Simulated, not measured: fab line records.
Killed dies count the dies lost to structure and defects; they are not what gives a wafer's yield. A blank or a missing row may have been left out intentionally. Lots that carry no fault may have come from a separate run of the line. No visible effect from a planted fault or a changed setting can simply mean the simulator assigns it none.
Which tool was responsible?	flow n5-finfet	36 wafers from 12 lots sampled at 2 of the route's 1938 steps

WHAT THE GAUGES READ, wafer by wafer
N5_FIN_SAQP_THK_MEAS_07.
lot	measured	on	thk-nm (nm)
L075	day 2 03:02	film-metro-01	60.3 60.8 60.8
L077	day 2 15:17	film-metro-02	60.4 59.6 58.9
L079	day 3 03:10	film-metro-01	59.9 60.0 59.9
L081	day 3 19:35	film-metro-01	60.5 61.2 60.4
L083	day 4 03:51	film-metro-01	58.9 59.7 60.6
L085	day 4 16:25	film-metro-02	60.7 60.9 59.3
L087	day 5 03:25	film-metro-01	60.9 61.4 59.7
L089	day 5 14:49	film-metro-02	61.0 59.9 61.0
L091	day 6 04:04	film-metro-02	59.7 60.1 60.4
L093	day 6 15:03	film-metro-01	60.4 61.7 60.7
L095	day 7 03:28	film-metro-02	59.5 59.9 59.6
L097	day 7 15:20	film-metro-02	59.6 61.7 61.2

EACH LOT AND THE TOOL THAT RAN IT (in order: tool; ch and the chambers of the sampled wafers; start)
lot	N5_FIN_SAQP_ALD_61
L075	ald-sin-02 ch 0,2,3, day 2 02:19
L077	ald-sin-04 ch 0,2,3, day 2 14:34
L079	ald-sin-02 ch 0,3, day 3 02:23
L081	ald-sin-03 ch 0,2,3, day 3 18:41
L083	ald-sin-04 ch 0,2,3, day 4 03:08
L085	ald-sin-03 ch 0,1, day 4 15:42
L087	ald-sin-02 ch 0,2,3, day 5 02:42
L089	ald-sin-04 ch 2,3, day 5 14:01
L091	ald-sin-02 ch 1,3, day 6 03:07
L093	ald-sin-04 ch 0,2,3, day 6 14:19
L095	ald-sin-02 ch 1,2, day 7 02:46
L097	ald-sin-03 ch 0,1, day 7 14:37
- N5_FIN_SAQP_ALD_61: deposits SiO2, target thk 4 nm, pulse time 1 s, purge time 2 s.

THE ANSWER, worked out from the rows above alone
Rule: the usual values come from the lots themselves. The widest of any qualifying gaps counts: lots, ordered by their means at a reading, are off when they make up no more than a third of the lots, leave a main group of 4 or more, and stand apart from it by 3 or more times the standard deviation of that group's means. A main group whose means are all the same, to the digits that the tables above print for the reading, isn't used. A lot without any number at a reading at which 4 lots or more have one is off too. Where the step has rows for the other lots, those lots are counted as sound.
Nothing can be told from this: no lot is off at any reading shown.

WHAT HAD BEEN PUT IN BY THE SIMULATOR
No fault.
